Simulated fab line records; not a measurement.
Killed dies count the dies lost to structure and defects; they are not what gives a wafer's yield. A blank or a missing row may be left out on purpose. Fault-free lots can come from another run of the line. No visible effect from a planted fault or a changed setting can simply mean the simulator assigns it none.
fab line records -- flow n5Finfet
record lots=10, wafers=30, lastDay=17
route steps=1938 shown BEOL_M6@1241 BEOL_M7@1265 PASSIVATION@1936
lots untouched by any fault: they come from a run of this same line in which no faults occurred
startH: hours from the record's first day to the start of the lot's first wafer shown -- waitH: hours since the lot's step before -- " unchanged from the row above -- L1.1+2: one row covering several wafers at once -- - either no value or no given start -- * or withheld: withheld -- < > ~ a bound
route shown NAME@n: NAME is a module with steps in the file, n the number in the route of the first one -- usual: the fault-free wafers' mean and standard deviation -- same: alike in all rows -- chamber/n: place in a boat -- sites: readings site by site -- _std_site: standard deviation of those values -- _edge_site: outer sites' mean less inner sites' -- radiusMm: for every site, how far away it sits from the centre of the wafer -- mask NAME#n: copy n -- behind: the most recent tool/chamber to have shaped the wafer -- hold: why the lot went on hold/how many hours it stayed there/how the hold came to an end -- device: names the non-switching transistor (n, p or np) -- end of line: tests run on the same wafers once the route is complete -- for a step that has no rows: nothing shown but its recipe -- killed: dies lost to structure and defects at the first sort, not the wafer's yield -- map: a wafer's dies, x killed, . not, _ none there
set.NAME: the setting the step ran with; set.NAME@STEP: the setting that earlier step ran with -- model.NAME: the simulator's own value behind a step, which no gauge read
a sample of lots followed through the steps of the route, with each step as a table and each wafer as a row
services: a tool's chamber out of use, with start hour (startH, from the record's first day; less than 0 if before it), hours out, and reason
## steps
# step N5_BEOL_M6_STRIP_80
# recipe chemistry=N2/H2, timeS=10, powerW=450, tempC=40, pressureMtorr=20, rfFrequencyHz=6e+07, biasPowerW=7, n2FlowSccm=200, h2FlowSccm=200
# usual chamberPressureMTorr=19.999/0.019, drypumpMotorCurrentA=5.7/0.53, oesProductAu=0.79/0.091, rfVppV=59.2/0.86, showerheadPlenumPTorr=2.56/0.08, throttleValvePct=23.59/0.27
lot.wafer,tool,chamber,startH,waitH,chamberPressureMTorr,drypumpMotorCurrentA,oesProductAu,rfHoursCounterH,rfVppV,showerheadPlenumPTorr,throttleValvePct
L428.1,rieDiel-06,0,-,-,20.026,4.9,0.84,57,59.0,2.48,23.58
L428.3,rieDiel-06,2,-,-,19.987,6.6,0.69,237,60.0,2.60,23.43
L428.5,rieDiel-06,0,-,-,19.988,4.9,0.85,-,58.7,2.48,23.59
L429.1,rieDiel-05,2,-,-,19.975,5.1,0.68,230,59.6,2.62,23.79
L429.5,rieDiel-05,2,-,-,19.950,5.1,0.68,-,59.3,2.62,23.78
L429.6,rieDiel-05,3,-,-,19.971,5.7,0.83,-,60.6,2.68,23.27
L432.1,rieDiel-01,0,-,-,20.007,5.1,0.82,78,58.1,2.44,23.27
L432.3,rieDiel-01,3,-,-,19.960,5.2,0.71,221,58.9,2.60,24.01
L432.5,rieDiel-01,2,-,-,19.981,6.1,0.74,-,60.9,2.63,23.96
L433.2,rieDiel-01,0,-,-,20.007,5.1,0.81,79,58.6,2.44,23.28
L433.3,rieDiel-01,3,-,-,20.005,5.2,0.71,222,59.4,2.60,23.99
L433.5,rieDiel-01,3,-,-,20.010,5.2,0.72,-,59.6,2.60,24.00
L434.2,rieDiel-05,2,-,-,20.010,5.1,0.68,243,58.6,2.62,23.80
L434.3,rieDiel-05,1,-,-,19.993,5.7,0.76,121,60.8,2.66,23.87
L434.6,rieDiel-05,3,-,-,20.017,5.7,0.83,-,60.3,2.67,23.28
L437.1,rieDiel-05,1,-,-,20.008,5.8,0.76,127,58.5,2.66,23.88
L437.3,rieDiel-05,2,-,-,19.956,5.1,0.67,250,60.0,2.61,23.83
L437.4,rieDiel-05,0,-,-,19.986,6.6,0.97,7,57.7,2.49,23.53
L443.1,rieDiel-06,1,-,-,20.020,5.2,0.71,190,59.9,2.51,23.26
L443.2,rieDiel-06,2,-,-,20.007,6.6,0.93,12,58.4,2.59,23.22
L443.4,rieDiel-06,0,-,-,19.975,4.9,0.81,87,58.0,2.46,23.63
L445.2,rieDiel-06,1,-,-,20.012,5.1,0.72,193,59.0,2.51,23.28
L445.5,rieDiel-06,2,-,-,19.992,6.6,0.92,-,58.3,2.58,23.24
L445.6,rieDiel-06,1,-,-,19.977,5.1,0.72,-,59.2,2.51,23.28
L446.1,rieDiel-01,0,-,-,19.986,5.2,0.77,112,60.2,2.43,23.30
L446.2,rieDiel-01,1,-,-,19.984,5.9,0.85,58,59.1,2.47,23.64
L446.4,rieDiel-01,2,-,-,19.997,6.1,0.69,-,59.9,2.62,24.03
L448.1,rieDiel-06,1,-,-,19.998,5.1,0.71,201,59.8,2.51,23.31
L448.2,rieDiel-06,0,-,-,20.053,4.9,0.80,97,58.8,2.46,23.64
L448.6,rieDiel-06,0,-,-,20.005,4.9,0.80,-,59.2,2.46,23.63
# step N5_BEOL_M6_ALD_77
# recipe material=TaN, targetThkA=20, tempC=275, aldPrecursorFamily=PDMAT, aldCoReactant=NH3, pressureTorr=3, carrierFlowSccm=1500, pulseTimeS=2, purgeTimeS=3, coReactantPurgeTimeS=2, coReactantPulseTimeS=3, aldCycles=40, precursorVesselTempC=75, precursorVesselPressureTorr=26.25, precursorVesselCarrierSccm=1000
# usual heaterPowerW=426/45
# same coReactantPurgeTimeS=2, pulseTimeS=2
lot.wafer,tool,chamber,startH,waitH,heaterPowerW
L428.1,aldMetal-01,1,210.72,0.1,372
L428.3,aldMetal-01,2,210.72,0.1,461
L428.5,aldMetal-01,0,210.72,0.1,497
L429.1,aldMetal-03,0,214.65,0.0,357
L429.5,aldMetal-03,0,214.65,0.0,349
L429.6,aldMetal-03,1,214.65,0.0,409
L432.1,aldMetal-04,1,228.60,0.1,380
L432.3,aldMetal-04,0,228.60,0.1,481
L432.5,aldMetal-04,1,228.60,0.1,378
L433.2,aldMetal-01,1,229.49,0.0,369
L433.3,aldMetal-01,2,229.49,0.0,466
L433.5,aldMetal-01,1,229.49,0.0,373
L434.2,aldMetal-03,2,241.07,0.0,467
L434.3,aldMetal-03,0,241.07,0.0,345
L434.6,aldMetal-03,1,241.07,0.0,419
L437.1,aldMetal-01,1,262.56,0.1,377
L437.3,aldMetal-01,0,262.56,0.1,481
L437.4,aldMetal-01,2,262.56,0.1,463
L443.1,aldMetal-04,3,297.39,0.0,465
L443.2,aldMetal-04,0,297.39,0.0,475
L443.4,aldMetal-04,1,297.39,0.0,375
L445.2,aldMetal-04,3,305.85,0.0,463
L445.5,aldMetal-04,2,305.85,0.0,439
L445.6,aldMetal-04,3,305.85,0.0,455
L446.1,aldMetal-04,3,320.74,0.0,460
L446.2,aldMetal-04,1,320.74,0.0,388
L446.4,aldMetal-04,2,320.74,0.0,421
L448.1,aldMetal-04,2,326.29,0.0,421
L448.2,aldMetal-04,1,326.29,0.0,368
L448.6,aldMetal-04,3,326.29,0.0,469
# step N5_BEOL_M6_PRE_CLEAN_55
# recipe gas=NH3, timeS=15, tempC=withheld, rfPowerW=300
lot.wafer,tool,chamber,startH,waitH
L428.1+3+5,pecvd-04,"1,2,0",212.75,0.0
L429.1+5+6,pecvd-02,"1,2,1",216.31,0.0
L432.1+3+5,pecvd-04,"0,2,2",230.29,0.0
L433.2+3+5,pecvd-04,"1,2,1",230.98,0.0
L434.2+3+6,pecvd-04,"1,0,0",242.65,0.0
L437.1+3+4,pecvd-04,"2,0,1",265.56,0.0
L443.1+2+4,pecvd-03,"2,1,1",299.38,0.0
L445.2+5+6,pecvd-03,"2,2,1",309.53,0.0
L446.1+2+4,pecvd-02,"0,1,0",322.82,0.0
L448.1+2+6,pecvd-02,"2,0,0",328.76,0.0
# step N5_BEOL_M6_INSPECT_58
# recipe inspectInstrument=darkfield, mode=postDep
# usual rawDefectCount=70/25
lot.wafer,tool,chamber,startH,waitH,rawDefectCount
L428.1,defectInspect-01,-,212.87,0.0,51
L428.3,defectInspect-01,-,212.87,0.0,54
L428.5,defectInspect-01,-,212.87,0.0,77
L429.1,defectInspect-01,-,216.43,0.0,71
L429.5,defectInspect-01,-,216.43,0.0,69
L429.6,defectInspect-01,-,216.43,0.0,60
L432.1,defectInspect-02,-,230.41,0.0,64
L432.3,defectInspect-02,-,230.41,0.0,57
L432.5,defectInspect-02,-,230.41,0.0,57
L433.2,defectInspect-02,-,231.10,0.0,661
L433.3,defectInspect-02,-,231.10,0.0,669
L433.5,defectInspect-02,-,231.10,0.0,642
L434.2,defectInspect-02,-,242.77,0.0,686
L434.3,defectInspect-02,-,242.77,0.0,621
L434.6,defectInspect-02,-,242.77,0.0,686
L437.1,defectInspect-01,-,265.68,0.0,570
L437.3,defectInspect-01,-,265.68,0.0,538
L437.4,defectInspect-01,-,265.68,0.0,591
L443.1,defectInspect-01,-,299.53,0.0,53
L443.2,defectInspect-01,-,299.53,0.0,39
L443.4,defectInspect-01,-,299.53,0.0,39
L445.2,defectInspect-01,-,309.68,0.0,90
L445.5,defectInspect-01,-,309.68,0.0,80
L445.6,defectInspect-01,-,309.68,0.0,58
L446.1,defectInspect-01,-,322.94,0.0,44
L446.2,defectInspect-01,-,322.94,0.0,42
L446.4,defectInspect-01,-,322.94,0.0,41
L448.1,defectInspect-02,-,328.89,0.0,78
L448.2,defectInspect-02,-,328.89,0.0,53
L448.6,defectInspect-02,-,328.89,0.0,34
# step N5_BEOL_M7_THK_MEAS_01
# recipe reads=SiCOH_lowk_of_BEOL_M7_ILD_DEP_00
# usual M7_ILD_THK=154.7/1.9
lot.wafer,tool,chamber,startH,waitH,M7_ILD_THK[nm]
L428.1,filmMetro-02,-,213.51,0.4,155.0
L428.3,filmMetro-02,-,213.51,0.4,153.1
L428.5,filmMetro-02,-,213.51,0.4,156.5
L429.1,filmMetro-02,-,217.04,0.4,154.7
L429.5,filmMetro-02,-,217.04,0.4,156.8
L429.6,filmMetro-02,-,217.04,0.4,157.5
L432.1,filmMetro-02,-,231.18,0.4,154.7
L432.3,filmMetro-02,-,231.18,0.4,156.9
L432.5,filmMetro-02,-,231.18,0.4,157.1
L433.2,filmMetro-02,-,231.71,0.4,153.2
L433.3,filmMetro-02,-,231.71,0.4,151.5
L433.5,filmMetro-02,-,231.71,0.4,155.4
L434.2,filmMetro-02,-,243.87,0.7,153.6
L434.3,filmMetro-02,-,243.87,0.7,150.6
L434.6,filmMetro-02,-,243.87,0.7,154.4
L437.1,filmMetro-02,-,266.29,0.4,154.3
L437.3,filmMetro-02,-,266.29,0.4,153.9
L437.4,filmMetro-02,-,266.29,0.4,155.7
L443.1,filmMetro-01,-,300.36,0.4,153.0
L443.2,filmMetro-01,-,300.36,0.4,155.1
L443.4,filmMetro-01,-,300.36,0.4,155.4
L445.2,filmMetro-01,-,310.32,0.4,153.6
L445.5,filmMetro-01,-,310.32,0.4,152.4
L445.6,filmMetro-01,-,310.32,0.4,156.0
L446.1,filmMetro-02,-,323.55,0.4,152.2
L446.2,filmMetro-02,-,323.55,0.4,154.4
L446.4,filmMetro-02,-,323.55,0.4,154.0
L448.1,filmMetro-02,-,330.10,0.8,152.7
L448.2,filmMetro-02,-,330.10,0.8,153.3
L448.6,filmMetro-02,-,330.10,0.8,153.3
# step N5_BEOL_M7_INSPECT_13
# recipe mode=adi, inspectInstrument=brightfield
# usual rawDefectCount=407/91
lot.wafer,tool,chamber,startH,waitH,rawDefectCount
L428.1,defectInspect-01,-,214.88,0.0,390
L428.3,defectInspect-01,-,214.88,0.0,410
L428.5,defectInspect-01,-,214.88,0.0,399
L429.1,defectInspect-02,-,218.77,0.0,465
L429.5,defectInspect-02,-,218.77,0.0,487
L429.6,defectInspect-02,-,218.77,0.0,458
L432.1,defectInspect-01,-,232.58,0.0,306
L432.3,defectInspect-01,-,232.58,0.0,346
L432.5,defectInspect-01,-,232.58,0.0,420
L433.2,defectInspect-02,-,232.78,0.0,993
L433.3,defectInspect-02,-,232.78,0.0,1006
L433.5,defectInspect-02,-,232.78,0.0,935
L434.2,defectInspect-01,-,244.61,0.0,1115
L434.3,defectInspect-01,-,244.61,0.0,1011
L434.6,defectInspect-01,-,244.61,0.0,1096
L437.1,defectInspect-01,-,268.33,0.0,826
L437.3,defectInspect-01,-,268.33,0.0,708
L437.4,defectInspect-01,-,268.33,0.0,1036
L443.1,defectInspect-01,-,302.37,0.0,285
L443.2,defectInspect-01,-,302.37,0.0,326
L443.4,defectInspect-01,-,302.37,0.0,312
L445.2,defectInspect-01,-,312.50,0.0,378
L445.5,defectInspect-01,-,312.50,0.0,451
L445.6,defectInspect-01,-,312.50,0.0,378
L446.1,defectInspect-01,-,325.73,0.0,356
L446.2,defectInspect-01,-,325.73,0.0,491
L446.4,defectInspect-01,-,325.73,0.0,345
L448.1,defectInspect-01,-,331.21,0.0,288
L448.2,defectInspect-01,-,331.21,0.0,257
L448.6,defectInspect-01,-,331.21,0.0,258
# step N5_PASSIVATION_PROBE_49
# usual defectLimitedYield=91.3/1.5, killed_at_M0_to_M3=33/12, killed_at_M4_up=13/5.2, killedAtContacts=13/6.7, killedAtFrontEnd=40/11, killedAtOther=4.1/2.7, killedDies=103/17, killedOnRim=14/4.2, killedOpen=69/13, killedShort=33/8.4, sort_bin_5_function=5.1/1, sort_bin_6_memory=3.2/0.62, sortNPass=1077/17, sortYieldPct=91.3/1.5
# same grossDies=1180, killedAtBackSide=0, sort_bin_4_leakage[%]=0, sort_bin_8_speed[%]=0
lot.wafer,tool,chamber,startH,waitH,defectLimitedYield[%],killed_at_M0_to_M3,killed_at_M4_up,killedAtContacts,killedAtFrontEnd,killedAtOther,killedDies,killedOnRim,killedOpen,killedShort,sort_bin_5_function[%],sort_bin_6_memory[%],sortNPass,sortYieldPct[%]
L433.2,prober-02,-,319.40,0.1,81.9,21,123,12,54,3,213,28,71,33,11.5,4.5,967,81.9
L433.3,prober-02,-,319.45,0.1,83.8,44,89,13,44,1,191,31,80,34,10.5,3.6,989,83.8
L433.5,prober-02,-,319.55,0.2,84.2,13,111,10,52,1,187,21,53,29,10.8,2.8,993,84.2
L434.2,prober-01,-,325.53,0.1,83.8,15,115,12,42,7,191,23,52,35,10.8,3.7,989,83.8
L434.3,prober-01,-,325.58,0.1,87.5,23,79,8,31,7,148,28,47,31,7.1,3.6,1032,87.5
L434.6,prober-01,-,325.73,0.3,88.3,21,71,16,26,4,138,31,36,37,6.8,3.2,1042,88.3
L437.1,prober-01,-,344.00,0.0,85.8,16,90,22,38,2,168,32,63,27,9.4,3.1,1012,85.8
L437.3,prober-01,-,344.10,0.1,86.1,16,70,13,62,3,164,30,82,24,8.3,4.2,1016,86.1
L437.4,prober-01,-,344.15,0.2,83.4,27,115,8,39,7,196,22,64,33,10.6,3.7,984,83.4
L443.1,prober-01,-,390.72,0.0,88.0,61,15,10,54,2,142,20,108,32,7.4,4.3,1038,88.0
L443.2,prober-01,-,390.77,0.1,91.3,37,14,10,39,3,103,14,69,34,5.6,2.8,1077,91.3
L443.4,prober-01,-,390.87,0.2,91.9,31,10,5,44,5,95,10,66,28,4.7,3.1,1085,91.9
# killed by level:class
L433.2 BEOL_M6:unspecified=109 FIN_SAQP:geometricParticle:open=22 FIN_SAQP:geometricParticle:short=11 MOL_CONTACT_COAG:geometricParticle:open=9 STI_FIN_REVEAL:geometricParticle:open=7 GATE_CUT:geometricParticle:short=5 BEOL_M0_SAQP:geometricParticle:open=5 BEOL_M0_SAQP:geometricParticle:short=4
L433.3 BEOL_M6:unspecified=74 FIN_SAQP:geometricParticle:short=14 BEOL_M0_SAQP:geometricParticle:open=12 BEOL_M3:geometricParticle:open=12 FIN_SAQP:geometricParticle:open=10 MOL_CONTACT_COAG:geometricParticle:open=9 STI_FIN_REVEAL:geometricParticle:open=8 BEOL_M2:geometricParticle:open=7
L433.5 BEOL_M6:unspecified=105 FIN_SAQP:geometricParticle:open=17 MOL_CONTACT_COAG:geometricParticle:open=10 STI_FIN_REVEAL:geometricParticle:open=8 GATE_CUT:geometricParticle:short=8 FIN_SAQP:geometricParticle:short=6 GATE_CUT:geometricParticle:open=3 BEOL_M0_SAQP:geometricParticle:short=3
L434.2 BEOL_M6:unspecified=104 FIN_SAQP:geometricParticle:open=14 MOL_CONTACT_COAG:geometricParticle:open=8 BEOL_M0_SAQP:geometricParticle:open=7 BEOL_M0_SAQP:geometricParticle:short=5 FIN_SAQP:geometricParticle:short=4 STI_FIN_REVEAL:geometricParticle:open=4 GATE_CUT:geometricParticle:short=4
L434.3 BEOL_M6:unspecified=68 STI_FIN_REVEAL:geometricParticle:open=7 MOL_CONTACT_COAG:geometricParticle:short=6 DUMMY_GATE:geometricParticle:open=5 BEOL_M0_SAQP:geometricParticle:open=5 BEOL_M0_SAQP:geometricParticle:short=5 BEOL_M2:geometricParticle:open=5 GATE_CUT:geometricParticle:open=4
L434.6 BEOL_M6:unspecified=64 MOL_CONTACT_COAG:geometricParticle:short=11 STI_FIN_REVEAL:geometricParticle:open=7 MOL_CONTACT_COAG:geometricParticle:open=5 BEOL_M0_SAQP:geometricParticle:short=5 BEOL_M2:geometricParticle:open=5 STARTING-WAFER:geometricParticle:short=5 GATE_CUT:geometricParticle:short=4
L437.1 BEOL_M6:unspecified=77 MOL_CONTACT_COAG:geometricParticle:open=18 FIN_SAQP:geometricParticle:open=10 BEOL_M4:geometricParticle:open=8 STI_FIN_REVEAL:geometricParticle:open=6 DUMMY_GATE:geometricParticle:short=4 GATE_CUT:geometricParticle:short=4 BEOL_M0_SAQP:geometricParticle:open=4
L437.3 BEOL_M6:unspecified=58 FIN_SAQP:geometricParticle:open=20 STI_FIN_REVEAL:geometricParticle:open=12 MOL_CONTACT_COAG:geometricParticle:open=10 FIN_SAQP:geometricParticle:short=8 BEOL_M3:geometricParticle:open=8 DUMMY_GATE:geometricParticle:open=7 BEOL_M4:geometricParticle:open=5
L437.4 BEOL_M6:unspecified=98 STI_FIN_REVEAL:geometricParticle:open=8 BEOL_M2:geometricParticle:open=7 MOL_CONTACT_COAG:geometricParticle:open=6 BEOL_M0_SAQP:geometricParticle:short=5 BEOL_M5:geometricParticle:open=5 STARTING-WAFER:geometricParticle:open=5 FIN_SAQP:geometricParticle:short=4
L443.1 STI_FIN_REVEAL:geometricParticle:open=22 BEOL_M3:geometricParticle:open=18 BEOL_M1:geometricParticle:open=11 FIN_SAQP:geometricParticle:open=10 BEOL_M2:geometricParticle:open=8 FIN_SAQP:geometricParticle:short=7 BEOL_M0_SAQP:geometricParticle:open=7 MOL_CONTACT_COAG:geometricParticle:open=6
L443.2 BEOL_M0_SAQP:geometricParticle:open=10 MOL_CONTACT_COAG:geometricParticle:open=10 BEOL_M0_SAQP:geometricParticle:short=10 FIN_SAQP:geometricParticle:short=8 STI_FIN_REVEAL:geometricParticle:open=7 BEOL_M2:geometricParticle:open=6 FIN_SAQP:geometricParticle:open=5 BEOL_M7:geometricParticle:open=4
L443.4 STI_FIN_REVEAL:geometricParticle:open=12 FIN_SAQP:geometricParticle:open=10 BEOL_M1:geometricParticle:open=10 FIN_SAQP:geometricParticle:short=6 BEOL_M0_SAQP:geometricParticle:short=6 BEOL_M0_SAQP:geometricParticle:open=6 MOL_CONTACT_COAG:geometricParticle:open=4 BEOL_M2:geometricParticle:open=4
## services
tool,chamber,startH,hours,kind
pecvd-02,1,189.86,2.9,repair
aldMetal-04,-,192.07,2.8,pm
rieDiel-01,1,194.65,3.8,repair
aldMetal-01,0,196.31,3.3,repair
rieDiel-05,1,208.51,1.2,repair
aldMetal-01,0,218.92,26.8,repair
rieDiel-06,-,229.49,2.8,pm
pecvd-04,1,239.86,2.1,scheduledDown
aldMetal-03,-,242.97,0.4,repair
rieDiel-06,2,245.69,-,clean
rieDiel-06,2,245.69,-,consumableReplace:focusRing
rieDiel-06,2,245.69,18.1,scheduledDown
rieDiel-06,2,245.69,18.1,ventCycle
rieDiel-05,1,251.98,3.1,repair
pecvd-04,0,258.81,5.5,scheduledDown
aldMetal-04,3,271.36,25.0,repair
pecvd-03,0,275.91,7.4,repair
pecvd-04,-,278.25,1.6,repair
rieDiel-01,2,285.88,1.5,repair
rieDiel-01,0,288.34,2.1,repair
pecvd-03,1,301.75,6.2,repair
pecvd-02,-,308.21,5.5,pm
aldMetal-03,2,313.53,7.2,repair
rieDiel-06,3,325.99,4.0,repair
## key
firstSign step=N5_BEOL_M6_INSPECT_58, reading=rawDefectCount, direction=up, sigmas=23, usual=70, struck=629
effect step=N5_BEOL_M7_INSPECT_13, reading=rawDefectCount, direction=up, sigmas=6.2, usual=407, struck=970
effect step=N5_PASSIVATION_PROBE_49, reading=killed_at_M4_up, direction=up, sigmas=16, usual=13, struck=96
moreKillsBornAt N5_BEOL_M6_PRE_CLEAN_55@pecvd-04=757
metAt N5_BEOL_M6_PRE_CLEAN_55
struckLots L433,L434,L437
notActingAt N5_BEOL_M6_STRIP_80,N5_BEOL_M6_ALD_77,N5_BEOL_M7_THK_MEAS_01
onsetBetween 230.29 230.98
fault kind=chamberParticleSource, tool=pecvd-04, chamber=-, onsetH=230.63, steps=N5_BEOL_M6_PRE_CLEAN_55, ratePerVisitCm2=0.88598, endH=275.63
